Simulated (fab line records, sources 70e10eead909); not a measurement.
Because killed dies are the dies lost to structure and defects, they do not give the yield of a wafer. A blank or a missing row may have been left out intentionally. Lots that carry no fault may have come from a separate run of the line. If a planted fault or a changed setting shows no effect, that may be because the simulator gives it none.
Comparing a struck lot with a sound one / flow nand_harc / 40 out of 1159 route steps
Sound: wafers L931.2, L931.3, L931.5. Wafers struck: L944.3, L944.5, L944.6. The cause comes at the end.
Each step with rows lists, per side, the tool, then ch with its chambers, then its first start. Under that, the readings that differ: sound wafers / struck wafers / difference of the means / sigmas: that difference in standard deviations of wafers without a fault.
alike: a reading whose means differ by less than 2 such deviations, as well as words and numbers matching on both sides. not compared: withheld readings; readings where some wafer has no value; bounds like >300 that might hide an equal value; numbers whose values overlap and for which the record gives no deviation.
The two part at a step that has a row with sigmas, a row that says differs or no value, or rows on one side only. When numbers do not overlap yet have no deviation, they are printed without sigmas and do not part them. A reading missing from all wafers of one side parts the sides only when that side holds two or more wafers.

first, 7 steps without rows for these wafers: NHARC_P_M0_COAT_33 (time 65 s); NHARC_P_M0_COAT_03 (resist thk 90 nm); NHARC_P_M0_SOFTBAKE_04 (time 55 s); NHARC_P_M0_EBR_05; NHARC_P_M0_EXPOSE_06 (exposes mask P M0, target cd 90 nm); NHARC_P_M0_PEB_07 (peb time 65 s); NHARC_P_M0_DEVELOP_08 (develop time 35 s).
NHARC_P_M0_CD_MEAS_09: target cd 90 nm.
  sound on cd_sem-03 ch 0, day 7 08:56; struck on cd_sem-02 ch 0, day 10 00:18
  alike: cd_nm
NHARC_P_M0_OVL_MEAS_10: pitch 180 nm.
  sound on overlay-02, day 7 09:01; struck on overlay-02, day 10 00:23
  alike: overlay_x_nm, overlay_y_nm
NHARC_P_M0_INSPECT_11:
  sound on defect_inspect-01, day 7 09:04; struck on defect_inspect-02, day 10 00:25
  alike: raw_defect_count
NHARC_P_M0_DESCUM_14: chemistry O2, time 3 s.
  sound on rie_diel-05 ch 1,3, day 7 09:07; struck on rie_diel-09 ch 0,1,3, day 10 00:29
  alike: drypump_motor_current_A, mfc_ar_sccm, oes_product_au, rf_vpp_V, showerhead_plenum_p_Torr, throttle_valve_pct
  not compared: rf_hours_counter_h
NHARC_P_M0_ETCH_34: etches the open film in N2/H2, target depth 40 nm, overetch 12 nm, time 43.94 s.
  sound on rie_diel-05 ch 0,1, day 7 09:13; struck on rie_diel-09 ch 1,2,3, day 10 00:35
  alike: drypump_motor_current_A, mfc_ar_sccm, oes_product_au, rf_vpp_V, showerhead_plenum_p_Torr, throttle_valve_pct
  not compared: rf_hours_counter_h
NHARC_P_M0_ETCH_15: etches the open film in C4F8/Ar, target depth 150 nm, overetch 15 nm, time 82.5 s.
  sound on rie_diel-05 ch 2,3, day 7 09:17; struck on rie_diel-09 ch 0,1,2, day 10 00:40
reading=oes_product_au (a.u.); sound=0.921 0.933 0.925; struck=0.965 0.993 0.972; difference=+0.050; sigmas=+2
  alike: rf_vpp_V
  not compared: rf_hours_counter_h
NHARC_P_M0_CD_MEAS_16:
  sound on cd_sem-01, day 7 09:25; struck on cd_sem-01, day 10 00:47
  alike: cd_nm
then, 2 steps without rows for these wafers: NHARC_P_M0_STRIP_18 (strips in N2/H2); NHARC_P_M0_STRIP_19 (strips in post etch residue remover, time 600 s).
NHARC_P_M0_DEGAS_28: time 60 s.
  sound on pvd_sputter-03, day 7 10:03; struck on pvd_sputter-03, day 10 01:25
  alike: heater_power_w, susceptor_temp_C
then, 4 steps without rows for these wafers: NHARC_P_M0_PRE_CLEAN_29 (time 30 s); NHARC_P_M0_PVD_20 (deposits TaN, target thk 5 nm, time 8.06 s); NHARC_P_M0_PVD_21 (deposits Cu, target thk 30 nm, time 20.49 s); NHARC_P_M0_ECD_22 (material Cu, target thk 400 nm).
NHARC_P_M0_ANNEAL_30: time 90 s.
  sound on rtp_anneal-01 ch 0, day 7 10:50; struck on rtp_anneal-02 ch 0, day 10 02:14
reading=wafer_temp_C_max; sound=226.28 225.76 226.05; struck=226.44 226.39 226.96; difference=+0.57; sigmas=+2
then, 1 step without rows for these wafers: NHARC_P_M0_CMP_23 (polishes, t overpolish 20 s, target thk 117.53 nm).
NHARC_P_M0_THK_MEAS_24: measures by xrf.
  sound on film_metro-01, day 7 11:27; struck on film_metro-02, day 10 02:53
  alike: thk_nm
following that, these wafers have no rows for 1 step: NHARC_P_M0_SRD_25.
NHARC_P_M0_PRE_CLEAN_31: time 12 s.
  sound on pecvd-03 ch 0,1,2, day 7 11:40; struck on pecvd-02 ch 1,2, day 10 03:07
  alike: heater_power_w, susceptor_temp_C
then, 11 steps without rows for these wafers: NHARC_P_M0_DEP_32 (deposits SiCN, target thk 30 nm); NHARC_P_M1_DEP_00 (deposits SiOC, target thk 182.5 nm); NHARC_P_M1_DEHYDRATE_01 (time 120 s); NHARC_P_M1_HMDS_02 (time 30 s); NHARC_P_M1_COAT_34 (time 65 s); NHARC_P_M1_COAT_03 (resist thk 90 nm); NHARC_P_M1_SOFTBAKE_04 (time 55 s); NHARC_P_M1_EBR_05; NHARC_P_M1_EXPOSE_06 (exposes mask P M1, target cd 130 nm); NHARC_P_M1_PEB_07 (peb time 65 s); NHARC_P_M1_DEVELOP_08 (develop time 35 s).
NHARC_P_M1_CD_MEAS_09: target cd 130 nm.
  sound on cd_sem-03 ch 0, day 7 13:02; struck on cd_sem-02 ch 0, day 10 04:26
  alike: cd_nm
NHARC_P_M1_OVL_MEAS_10: pitch 260 nm.
  sound on overlay-02, day 7 13:07; struck on overlay-02, day 10 04:31
  alike: overlay_x_nm, overlay_y_nm
-- jump in the record: it breaks off in module P_M1 and resumes in module END (first step shown: number 1159 of the route), and 13 days separate the struck wafers' starts before and after --
NHARC_END_SORT_01:
  only the struck wafers appear in the record here, on prober-02 ch 0 at day 23 13:36; the sound ones have no rows

## WHERE THEY PART
Earliest at NHARC_P_M0_ETCH_15; latest, in this record, at NHARC_END_SORT_01.

WHY: the cause the simulator had injected
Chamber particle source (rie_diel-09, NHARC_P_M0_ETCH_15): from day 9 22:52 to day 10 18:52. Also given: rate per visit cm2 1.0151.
